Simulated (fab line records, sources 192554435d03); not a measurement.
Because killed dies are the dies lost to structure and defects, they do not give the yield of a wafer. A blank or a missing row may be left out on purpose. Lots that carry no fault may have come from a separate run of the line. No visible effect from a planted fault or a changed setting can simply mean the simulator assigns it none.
fab line records    flow n5Finfet
[record] lots = 7  wafers = 39
route steps=1938 shown BEOL_M4@1021 BEOL_M6@1212 BEOL_M8@1332 BEOL_M11@1587 BEOL_M13@1705 PAD_METAL@1896
startH: hours from the record's opening day to when the first of the lot's shown wafers began    waitH: hours since the lot's step before    " the same as in the row above    L1.1+2: several wafers, shown together as one row    - no value, or no start was given    * or withheld: withheld    < > ~ a bound
route shown NAME@n: a module of which the file shows steps, and the number in the route of the first    usual: mean and standard deviation over wafers with no fault    same: alike in all rows    chamber/n: place in a boat    sites: per-site readings    _std_site: their standard deviation    _edge_site: outer sites' mean less inner sites'    radiusMm: how far each site lies from the wafer's centre    mask NAME#n: copy n    behind: the last tool/chamber to shape the wafer    hold: cause of the lot's hold/its duration in hours/its outcome    device: transistor that didn't switch, given as n, p or np    end of line: the same wafers' tests at the end of the route    a step with no rows: only its recipe    killed: dies lost to structure and defects at the first sort, not the wafer's yield    map: shows each die of a wafer: x if killed, . if not, _ if none is there
set.NAME: the setting as run; set.NAME@STEP: as run at that earlier step    model.NAME: the simulator's own value behind a step, which no gauge read
one table per step and one row per wafer, for lots whose settings were changed on purpose
[[steps]]
[step N5_BEOL_M4_ILD_DEP_00]
[recipe] material = SiOC  targetThkA = 790  tempC = 350  precursor = DEMS/O2  pressureTorr = 5  rfW = 500  timeS = 15.3
lot.wafer  tool      chamber  startH  waitH  set.timeS  model.SiOC_of_BEOL_M4_ILD_DEP_00.thkNm
L077.1     pecvd-02  2        164.87  0.0    15.3       79
L077.2     "         0        "       "      15.3       79.2
L077.5     "         0        "       "      15.3       81.4
L082.1     pecvd-01  0        199.01  0.0    15.3       78.2
L082.2     "         2        "       "      9.859      50
L082.3     "         1        "       "      9.859      50.4
L082.4     "         1        "       "      9.859      51.8
L082.5     "         0        "       "      15.3       78
L082.6     "         2        "       "      15.3       79
L083.1     pecvd-02  0        200.02  0.0    18.88      97.4
L083.2+3   "         2,1      "       "      15.3       79.6
L083.4     "         1        "       "      18.88      97.6
L083.5     "         2        "       "      18.88      98.2
L083.6     "         0        "       "      15.3       80.6
L090.1     pecvd-02  2        259.40  0.0    15.3       78.6
L090.2     "         0        "       "      19.08      97.6
L090.3     "         0        "       "      15.3       79
L090.4     "         2        "       "      19.08      98.8
L090.5     "         0        "       "      15.3       79.4
L090.6     "         2        "       "      19.08      99.2
L095.1+6   pecvd-02  2        281.73  0.0    7.601      40.2
L095.2     "         1        "       "      7.601      41.4
L095.3     "         0        "       "      15.3       79.8
L095.4     "         0        "       "      15.3       81
L095.5     "         1        "       "      15.3       80.4
L096.1     pecvd-02  0        292.53  0.0    15.3       79
L096.2     "         1        "       "      12.51      64.6
L096.3     "         2        "       "      12.51      64
L096.4     "         1        "       "      15.3       79.6
L096.5     "         0        "       "      15.3       80.2
L096.6     "         2        "       "      12.51      65.2
L097.1     pecvd-04  0        298.47  0.0    11.38      58.6
L097.2     "         1        "       "      15.3       78.2
L097.3     "         2        "       "      11.38      59.8
L097.4     "         2        "       "      11.38      61
L097.5     "         0        "       "      15.3       80.2
L097.6     "         1        "       "      15.3       80.6
[step N5_BEOL_M4_THK_MEAS_01]
[recipe] reads = SiOC_of_BEOL_M4_ILD_DEP_00
[usual] M4_ILD_THK = 79.3/0.93
lot.wafer  tool          chamber  startH  waitH  set.timeS@BEOL_M4_ILD_DEP_00  M4_ILD_THK[nm]
L077.1     filmMetro-01  -        164.94  0.0    15.3                          79.1
L077.2     "             -        "       "      15.3                          79.2
L077.5     "             -        "       "      15.3                          81.4
L082.1     filmMetro-02  -        199.08  0.0    15.3                          78.2
L082.2     "             -        "       "      9.859                         50.1
L082.3     "             -        "       "      9.859                         50.5
L082.4     "             -        "       "      9.859                         51.9
L082.5     "             -        "       "      15.3                          78.0
L082.6     "             -        "       "      15.3                          79.0
L083.1     filmMetro-02  -        200.09  0.0    18.88                         97.5
L083.2     "             -        "       "      15.3                          79.6
L083.3     "             -        "       "      15.3                          79.6
L083.4     "             -        "       "      18.88                         97.6
L083.5     "             -        "       "      18.88                         98.2
L083.6     "             -        "       "      15.3                          80.7
L090.1     filmMetro-02  -        259.50  0.1    15.3                          78.5
L090.2     "             -        "       "      19.08                         97.6
L090.3     "             -        "       "      15.3                          79.0
L090.4     "             -        "       "      19.08                         98.8
L090.5     "             -        "       "      15.3                          79.3
L090.6     "             -        "       "      19.08                         99.2
L095.1     filmMetro-01  -        281.80  0.0    7.601                         40.1
L095.2     "             -        "       "      7.601                         41.3
L095.3     "             -        "       "      15.3                          79.8
L095.4     "             -        "       "      15.3                          80.9
L095.5     "             -        "       "      15.3                          80.4
L095.6     "             -        "       "      7.601                         40.2
L096.1     filmMetro-01  -        292.59  0.0    15.3                          78.9
L096.2     "             -        "       "      12.51                         64.6
L096.3     "             -        "       "      12.51                         64.0
L096.4     "             -        "       "      15.3                          79.6
L096.5     "             -        "       "      15.3                          80.2
L096.6     "             -        "       "      12.51                         65.2
L097.1     filmMetro-01  -        298.54  0.0    11.38                         58.7
L097.2     "             -        "       "      15.3                          78.2
L097.3     "             -        "       "      11.38                         59.9
L097.4     "             -        "       "      11.38                         61.1
L097.5     "             -        "       "      15.3                          80.3
L097.6     "             -        "       "      15.3                          80.5
[step N5_BEOL_M6_ETCH_62]
[recipe] chemistry = N2/H2  target = SOC  targetDepthA = 1100  overetchA = 220  maskMaterial = SiARC  tempC = 40  timeS = 165  ionEnergyEv = 200  pressureMtorr = 30  sourceW = 840  biasW = 150  n2FlowSccm = 200  h2FlowSccm = 200
lot.wafer  tool        chamber  startH  waitH  set.timeS  model.etch.depthNm  model.SiARC_of_BEOL_M6_COAT_60.thkNm
L077.1     rieDiel-05  1        197.20  0.0    165        100.2               28.4
L077.2+5   "           2,0      "       "      165        100.1               28.8
L082.1     rieDiel-05  0        223.95  0.0    165        99.04               28.4
L082.2     "           3        "       "      128.1      98.89               29.6
L082.3     "           1        "       "      128.1      99.28               29.8
L082.4     "           2        "       "      165        99.23               28.4
L082.5     "           0        "       "      128.1      97.58               29.8
L082.6     "           1        "       "      165        99.47               28.2
L083.1+2   rieDiel-06  2,3      229.61  0.0    165        99.69               28.4
L083.3     "           0        "       "      97.39      79.66               30.8
L083.4     "           3        "       "      165        99.5                28.6
L083.5     "           0        "       "      97.39      79.31               30.8
L083.6     "           2        "       "      97.39      78.62               31
L090.1     rieDiel-02  2        285.73  0.0    105.3      83.27               30.4
L090.2     "           0        "       "      165        99.4                27.8
L090.3     "           3        "       "      165        99.6                28.2
L090.4     "           0        "       "      165        99.69               27.8
L090.5     "           2        "       "      105.3      83.1                30.6
L090.6     "           3        "       "      105.3      84.11               30.6
L095.1     rieDiel-02  2        311.37  0.0    165        99.73               28.4
L095.2     "           3        "       "      245.3      99.84               25.4
L095.3     "           0        "       "      165        100                 28.4
L095.4     "           1        "       "      165        99.53               28
L095.5     "           3        "       "      245.3      100                 25.4
L095.6     "           2        "       "      245.3      99.92               25
L096.1     rieDiel-06  3        320.44  0.0    201.2      100.6               26.4
L096.2     "           2        "       "      201.2      100.3               26.8
L096.3     "           1        "       "      165        100.4               28
L096.4     "           0        "       "      165        100.5               28.2
L096.5     "           3        "       "      165        100.8               28
L096.6     "           2        "       "      201.2      100.6               26.8
L097.1     rieDiel-02  2        324.09  0.0    165        99.96               28.4
L097.2     "           3        "       "      165        99.89               28.4
L097.3     "           0        "       "      120.3      97.26               30
L097.4     "           1        "       "      120.3      97.23               30
L097.5     "           1        "       "      165        100.1               28
L097.6     "           2        "       "      120.3      93.97               30.2
[step N5_BEOL_M8_ILD_DEP_00]
[recipe] material = SiCOH_lowk  targetThkA = 1797.5  tempC = 300  precursor = DEMS/porogen  pressureTorr = 5  rfW = 500  timeS = 33.4
lot.wafer  tool      chamber  startH  waitH  set.targetThkA  model.SiCOH_lowk_of_BEOL_M8_ILD_DEP_00.thkNm
L077.1     pecvd-02  1        208.24  0.0    1797.5          177.2
L077.2     "         2        "       "      1797.5          175
L077.5     "         2        "       "      1797.5          178.6
L082.1     pecvd-01  1        236.80  0.0    1465            148.8
L082.2     "         2        "       "      1465            147.6
L082.3     "         0        "       "      1465            149.4
L082.4     "         2        "       "      1797.5          184.2
L082.5     "         1        "       "      1797.5          185
L082.6     "         0        "       "      1797.5          183.6
L083.1     pecvd-04  1        241.86  0.0    1797.5          178.4
L083.2     "         0        "       "      1797.5          177.8
L083.3     "         2        "       "      1797.5          181.2
L083.4+5   "         1,0      "       "      1797.5          182.4
L083.6     "         2        "       "      1797.5          184.6
L090.1     pecvd-04  2        300.58  0.0    1797.5          180.4
L090.2     "         0        "       "      807.5           81.8
L090.3     "         1        "       "      1797.5          176.8
L090.4     "         1        "       "      807.5           82.4
L090.5     "         0        "       "      807.5           83.8
L090.6     "         2        "       "      1797.5          183.6
L095.1     pecvd-04  0        326.87  0.0    851.1           83.4
L095.2     "         2        "       "      851.1           85.6
L095.3     "         1        "       "      851.1           84.8
L095.4     "         2        "       "      1797.5          180.8
L095.5     "         1        "       "      1797.5          179
L095.6     "         0        "       "      1797.5          181
L096.1     pecvd-01  0        334.16  0.0    1797.5          178.2
L096.2     "         1        "       "      2216            221
L096.3     "         2        "       "      1797.5          179
L096.4     "         1        "       "      2216            224.4
L096.5     "         0        "       "      2216            223.6
L096.6     "         2        "       "      1797.5          182
L097.1+4   pecvd-02  0        337.34  0.0    1797.5          181.4
L097.2     "         1        "       "      2747            274.2
L097.3     "         2        "       "      2747            271.8
L097.5     "         2        "       "      1797.5          183.2
L097.6     "         1        "       "      2747            276.4
[step N5_BEOL_M8_CURE_74]
[recipe] tempC = 385  timeS = 240  ambient = He/Ar  material = SiCOH_lowk
lot.wafer  tool       chamber  startH  waitH  set.targetThkA@BEOL_M8_ILD_DEP_00  model.SiCOH_lowk_of_BEOL_M8_ILD_DEP_00.thkNm
L077.1     uvCure-01  0        208.50  0.2    1797.5                             152.8
L077.2     "          0        "       "      1797.5                             150.8
L077.5     "          0        "       "      1797.5                             154
L082.1     uvCure-03  1        236.86  0.0    1465                               128
L082.2     "          1        "       "      1465                               127
L082.3     "          1        "       "      1465                               128.6
L082.4     "          1        "       "      1797.5                             158.8
L082.5     "          1        "       "      1797.5                             159.6
L082.6     "          1        "       "      1797.5                             158.4
L083.1     uvCure-02  1        241.92  0.0    1797.5                             153.8
L083.2     "          1        "       "      1797.5                             153.2
L083.3     "          1        "       "      1797.5                             156.2
L083.4+5   "          1        "       "      1797.5                             157.4
L083.6     "          1        "       "      1797.5                             159.2
L090.1     uvCure-03  0        301.09  0.5    1797.5                             155.6
L090.2     "          0        "       "      807.5                              70.2
L090.3     "          0        "       "      1797.5                             152.4
L090.4     "          0        "       "      807.5                              70.6
L090.5     "          0        "       "      807.5                              71.8
L090.6     "          0        "       "      1797.5                             158.4
L095.1     uvCure-01  0        326.93  0.0    851.1                              71.6
L095.2     "          0        "       "      851.1                              73.4
L095.3     "          0        "       "      851.1                              72.8
L095.4     "          0        "       "      1797.5                             155.8
L095.5     "          0        "       "      1797.5                             154.2
L095.6     "          0        "       "      1797.5                             156.2
L096.1     uvCure-01  2        334.41  0.2    1797.5                             153.6
L096.2     "          2        "       "      2216                               191
L096.3     "          2        "       "      1797.5                             154.4
L096.4     "          2        "       "      2216                               194
L096.5     "          2        "       "      2216                               193.4
L096.6     "          2        "       "      1797.5                             157
L097.1+4   uvCure-01  0        337.41  0.1    1797.5                             156.4
L097.2     "          0        "       "      2747                               237.8
L097.3     "          0        "       "      2747                               235.6
L097.5     "          0        "       "      1797.5                             158
L097.6     "          0        "       "      2747                               239.6
[step N5_BEOL_M8_THK_MEAS_01]
[recipe] reads = SiCOH_lowk_of_BEOL_M8_ILD_DEP_00
[usual] M8_ILD_THK = 155.5/1.9
lot.wafer  tool          chamber  startH  waitH  set.targetThkA@BEOL_M8_ILD_DEP_00  M8_ILD_THK[nm]
L077.1     filmMetro-01  -        209.02  0.4    1797.5                             152.8
L077.2     "             -        "       "      1797.5                             150.9
L077.5     "             -        "       "      1797.5                             154.0
L082.1     filmMetro-02  -        237.37  0.4    1465                               128.0
L082.2     "             -        "       "      1465                               127.0
L082.3     "             -        "       "      1465                               128.6
L082.4     "             -        "       "      1797.5                             158.9
L082.5     "             -        "       "      1797.5                             159.4
L082.6     "             -        "       "      1797.5                             158.5
L083.1     filmMetro-02  -        242.43  0.4    1797.5                             153.7
L083.2     "             -        "       "      1797.5                             153.3
L083.3     "             -        "       "      1797.5                             156.2
L083.4     "             -        "       "      1797.5                             157.3
L083.5     "             -        "       "      1797.5                             157.3
L083.6     "             -        "       "      1797.5                             159.3
L090.1     filmMetro-01  -        301.60  0.4    1797.5                             155.6
L090.2     "             -        "       "      807.5                              70.1
L090.3     "             -        "       "      1797.5                             152.4
L090.4     "             -        "       "      807.5                              70.6
L090.5     "             -        "       "      807.5                              71.9
L090.6     "             -        "       "      1797.5                             158.3
L095.1     filmMetro-01  -        327.44  0.4    851.1                              71.6
L095.2     "             -        "       "      851.1                              73.4
L095.3     "             -        "       "      851.1                              72.7
L095.4     "             -        "       "      1797.5                             155.8
L095.5     "             -        "       "      1797.5                             154.3
L095.6     "             -        "       "      1797.5                             156.1
L096.1     filmMetro-01  -        334.93  0.4    1797.5                             153.6
L096.2     "             -        "       "      2216                               191.1
L096.3     "             -        "       "      1797.5                             154.3
L096.4     "             -        "       "      2216                               194.0
L096.5     "             -        "       "      2216                               193.4
L096.6     "             -        "       "      1797.5                             157.0
L097.1     filmMetro-01  -        337.93  0.4    1797.5                             156.4
L097.2     "             -        "       "      2747                               237.8
L097.3     "             -        "       "      2747                               235.6
L097.4     "             -        "       "      1797.5                             156.4
L097.5     "             -        "       "      1797.5                             158.0
L097.6     "             -        "       "      2747                               239.7
[step N5_BEOL_M11_CURE_72]
[recipe] tempC = 370  timeS = 120  ambient = DMADMS/He  material = SiCOH_lowk
[usual] lampPowerPct = 52.32/0.053
lot.wafer  tool       chamber  startH  waitH  set.timeS  lampPowerPct
L077.1     uvCure-02  0        236.34  0.0    120        52.45
L077.2     "          0        "       "      120        52.36
L077.5     "          0        "       "      120        52.39
L082.1     uvCure-03  2        263.75  0.0    120        52.31
L082.2     "          2        "       "      120        52.38
L082.3     "          2        "       "      120        52.28
L082.4     "          2        "       "      120        52.37
L082.5     "          2        "       "      120        52.36
L082.6     "          2        "       "      120        52.31
L083.1     uvCure-03  2        273.14  0.0    120        52.34
L083.2     "          2        "       "      157        50.85
L083.3     "          2        "       "      120        52.32
L083.4     "          2        "       "      157        50.80
L083.5     "          2        "       "      157        50.77
L083.6     "          2        "       "      120        52.30
L090.1     uvCure-01  2        329.31  0.0    150.9      50.94
L090.2     "          2        "       "      150.9      51.00
L090.3     "          2        "       "      120        52.26
L090.4     "          2        "       "      120        52.30
L090.5     "          2        "       "      150.9      50.90
L090.6     "          2        "       "      120        52.33
L095.1     uvCure-03  0        351.94  0.2    77.47      52.33
L095.2     "          0        "       "      120        52.32
L095.3     "          0        "       "      120        52.33
L095.4     "          0        "       "      77.47      52.22
L095.5     "          0        "       "      120        52.26
L095.6     "          0        "       "      77.47      52.30
L096.1     uvCure-01  0        360.51  0.0    120        52.24
L096.2     "          0        "       "      120        52.29
L096.3     "          0        "       "      120        52.30
L096.4     "          0        "       "      120        52.27
L096.5     "          0        "       "      120        52.30
L096.6     "          0        "       "      120        52.33
L097.1     uvCure-01  2        380.14  0.0    67.12      52.26
L097.2     "          2        "       "      120        52.36
L097.3     "          2        "       "      67.12      52.25
L097.4     "          2        "       "      120        52.31
L097.5     "          2        "       "      67.12      52.41
L097.6     "          2        "       "      120        52.33
[step N5_BEOL_M13_SPUTTER_43]
[recipe] material = TaN  targetThkA = 150  tempC = 50  biasV = 168.6  powerW = 15000  chamberPressurePa = 0.12  timeS = 24.19
lot.wafer   tool           chamber  startH  waitH  set.timeS  model.TaN_of_BEOL_M13_SPUTTER_43.thkNm
L077.1      pvdSputter-02  -        247.32  0.0    24.19      14.6
L077.2      "              -        "       "      24.19      15
L077.5      "              -        "       "      24.19      14.8
L082.1+6    pvdSputter-02  -        274.74  0.0    24.19      14.6
L082.2+3+5  "              -        "       "      24.19      15
L082.4      "              -        "       "      24.19      14.8
L083.1+2    pvdSputter-03  -        285.36  0.0    34.96      21.6
L083.3      "              -        "       "      34.96      22
L083.4+5+6  "              -        "       "      24.19      15
L090.1+4+6  pvdSputter-03  -        345.64  0.0    24.19      15.2
L090.2      "              -        "       "      10.8       7
L090.3      "              -        "       "      10.8       6.8
L090.5      "              -        "       "      10.8       7.2
L095.1+6    pvdSputter-02  -        361.99  0.0    29.14      18
L095.2+3    "              -        "       "      24.19      14.8
L095.4      "              -        "       "      24.19      15.2
L095.5      "              -        "       "      29.14      18.2
L096.1+2+4  pvdSputter-01  -        376.89  0.0    24.19      15.2
L096.3+5    "              -        "       "      33.04      20.8
L096.6      "              -        "       "      33.04      20.6
L097.1+3    pvdSputter-02  -        397.38  0.0    24.19      14.8
L097.2      "              -        "       "      24.19      15
L097.4+6    "              -        "       "      17.97      11.2
L097.5      "              -        "       "      17.97      11
[step N5_BEOL_M13_SPUTTER_44]
[recipe] material = Ta  targetThkA = 100  tempC = 50  biasV = 80  powerW = 15000  chamberPressurePa = 0.07  timeS = 16.13
[step N5_BEOL_M13_SPUTTER_45]
[recipe] material = Cu  targetThkA = 800  tempC = -20  biasV = 60  powerW = 26000  chamberPressurePa = 0.13  timeS = 13.33
[step N5_BEOL_M13_ECD_47]
[recipe] material = Cu  targetThkA = 9360
[step N5_BEOL_M13_ANNEAL_48]
[recipe] tempC = 225  timeS = 90  ambient = N2
[step N5_BEOL_M13_CMP_49]
[recipe] stopOn = SiOC  tOverpolishS = 17.1  downForcePsi = 1  platenRpm = 50  clearingPlatenDownForcePsi = 1.5  clearingPlatenRpm = 50  postCmpClean = cuAlkaline  targetThkNm = 420  clearingPlatenPadVelocityMS = 0.99484  padVelocityMS = 0.99484
[usual] barrierFieldEndpointS = 30.5/0.82
lot.wafer  tool    chamber  startH  waitH  set.timeS@BEOL_M13_SPUTTER_43  barrierFieldEndpointS
L077.2     cmp-01  2        248.21  0.3    24.19                          31.5
L077.1     "       0        "       "      24.19                          30.3
L077.5     "       1        "       "      24.19                          31.5
L082.4     cmp-02  2        275.80  0.1    24.19                          29.2
L082.2     "       3        "       "      24.19                          30.6
L082.3     "       0        "       "      24.19                          28.9
L082.1     "       1        "       "      24.19                          30.1
L082.5     "       2        "       "      24.19                          30.0
L082.6     "       3        "       "      24.19                          29.6
L083.2     cmp-01  3        286.85  0.2    34.96                          37.8
L083.4     "       0        "       "      24.19                          30.0
L083.3     "       1        "       "      34.96                          39.0
L083.1     "       2        "       "      34.96                          38.7
L083.5     "       3        "       "      24.19                          31.6
L083.6     "       0        "       "      24.19                          30.1
L090.4     cmp-01  2        346.38  0.1    24.19                          31.0
L090.1     "       3        "       "      24.19                          31.6
L090.2     "       0        "       "      10.8                           20.7
L090.3     "       1        "       "      10.8                           20.5
L090.6     "       2        "       "      24.19                          31.0
L090.5     "       3        "       "      10.8                           21.5
L095.2     cmp-04  1        363.34  0.2    24.19                          29.4
L095.4     "       2        "       "      24.19                          28.8
L095.1     "       3        "       "      29.14                          33.9
L095.3     "       0        "       "      24.19                          29.6
L095.6     "       1        "       "      29.14                          31.8
L095.5     "       2        "       "      29.14                          33.2
L096.4     cmp-02  0        377.64  0.1    24.19                          29.7
L096.1     "       1        "       "      24.19                          30.9
L096.3     "       2        "       "      33.04                          36.9
L096.2     "       3        "       "      24.19                          30.1
L096.6     "       0        "       "      33.04                          36.6
L096.5     "       1        "       "      33.04                          38.4
L097.2     cmp-02  0        398.12  0.2    24.19                          29.7
L097.3     "       1        "       "      24.19                          31.5
L097.4     "       2        "       "      17.97                          25.6
L097.1     "       3        "       "      24.19                          29.7
L097.6     "       0        "       "      17.97                          25.3
L097.5     "       1        "       "      17.97                          26.8
[step N5_PASSIVATION_AL_DEP_21]
[recipe] material = Al  targetThkA = 28000  tempC = 400  timeS = 170  powerW = 30000  chamberPressurePa = 0.4  gas = Ar
lot.wafer  tool           chamber  startH  waitH  set.timeS  model.Al_of_PASSIVATION_AL_DEP_21.thkNm
L077.1     pvdSputter-02  -        269.38  0.1    170        2781
L077.2     "              -        "       "      170        2773
L077.5     "              -        "       "      170        2776
L082.1     pvdSputter-02  -        303.21  0.1    170        2746
L082.2     "              -        "       "      239.1      3897
L082.3     "              -        "       "      170        2757
L082.4     "              -        "       "      239.1      3891
L082.5     "              -        "       "      239.1      3902
L082.6     "              -        "       "      170        2742
L083.1     pvdSputter-01  -        307.97  0.1    122.1      1995
L083.2     "              -        "       "      122.1      1938
L083.3     "              -        "       "      170        2760
L083.4     "              -        "       "      170        2766
L083.5     "              -        "       "      122.1      2008
L083.6     "              -        "       "      170        2787
L090.1     pvdSputter-03  -        368.39  0.1    170        2889
L090.2     "              -        "       "      70.68      1193
L090.3     "              -        "       "      70.68      1155
L090.4     "              -        "       "      70.68      1165
L090.5     "              -        "       "      170        2790
L090.6     "              -        "       "      170        2876
L095.1     pvdSputter-03  -        389.23  0.1    204.8      3437
L095.2     "              -        "       "      204.8      3348
L095.3     "              -        "       "      170        2811
L095.4     "              -        "       "      204.8      3388
L095.5     "              -        "       "      170        2761
L095.6     "              -        "       "      170        2879
L096.1     pvdSputter-03  -        398.52  0.1    170        2797
L096.2     "              -        "       "      235.8      3897
L096.3     "              -        "       "      170        2884
L096.4     "              -        "       "      170        2833
L096.5     "              -        "       "      235.8      3932
L096.6     "              -        "       "      235.8      3887
L097.1     pvdSputter-02  -        419.86  0.1    106.5      1719
L097.2     "              -        "       "      106.5      1698
L097.3     "              -        "       "      170        2744
L097.4     "              -        "       "      170        2759
L097.5     "              -        "       "      170        2757
L097.6     "              -        "       "      106.5      1724
[[key]]
[split] step = N5_BEOL_M4_ILD_DEP_00  setting = timeS  stated = 15.3  by = wafer
[response] step = N5_BEOL_M4_ILD_DEP_00  reading = model.SiOC_of_BEOL_M4_ILD_DEP_00.thkNm  change = +0.785  per = 1%  r = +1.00
[response] step = N5_BEOL_M4_THK_MEAS_01  reading = M4_ILD_THK  change = +0.785  per = 1%  r = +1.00
[split] step = N5_BEOL_M6_ETCH_62  setting = timeS  stated = 165  by = wafer
[response] step = N5_BEOL_M6_ETCH_62  reading = model.etch.depthNm  shape = bent  atLowest = 79.2  atStated = 99.85  atHighest = 99.94
[response] step = N5_BEOL_M6_ETCH_62  reading = model.SiARC_of_BEOL_M6_COAT_60.thkNm  change = -0.0635  per = 1%  r = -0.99
[split] step = N5_BEOL_M8_ILD_DEP_00  setting = targetThkA  stated = 1797.5  by = wafer
[response] step = N5_BEOL_M8_ILD_DEP_00  reading = model.SiCOH_lowk_of_BEOL_M8_ILD_DEP_00.thkNm  change = +1.79  per = 1%  r = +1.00
[response] step = N5_BEOL_M8_CURE_74  reading = model.SiCOH_lowk_of_BEOL_M8_ILD_DEP_00.thkNm  change = +1.55  per = 1%  r = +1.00
[response] step = N5_BEOL_M8_THK_MEAS_01  reading = M8_ILD_THK  change = +1.55  per = 1%  r = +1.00
[split] step = N5_BEOL_M11_CURE_72  setting = timeS  stated = 120  by = wafer
[response] step = N5_BEOL_M11_CURE_72  reading = lampPowerPct  shape = bent  atLowest = *  atStated = *  atHighest = *
[split] step = N5_BEOL_M13_SPUTTER_43  setting = timeS  stated = 24.19  by = wafer
[response] step = N5_BEOL_M13_SPUTTER_43  reading = model.TaN_of_BEOL_M13_SPUTTER_43.thkNm  change = +0.15  per = 1%  r = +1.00
[response] step = N5_BEOL_M13_CMP_49  reading = barrierFieldEndpointS  change = +0.183  per = 1%  r = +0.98
[split] step = N5_PASSIVATION_AL_DEP_21  setting = timeS  stated = 170  by = wafer
[response] step = N5_PASSIVATION_AL_DEP_21  reading = model.Al_of_PASSIVATION_AL_DEP_21.thkNm  change = +28.2  per = 1%  r = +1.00
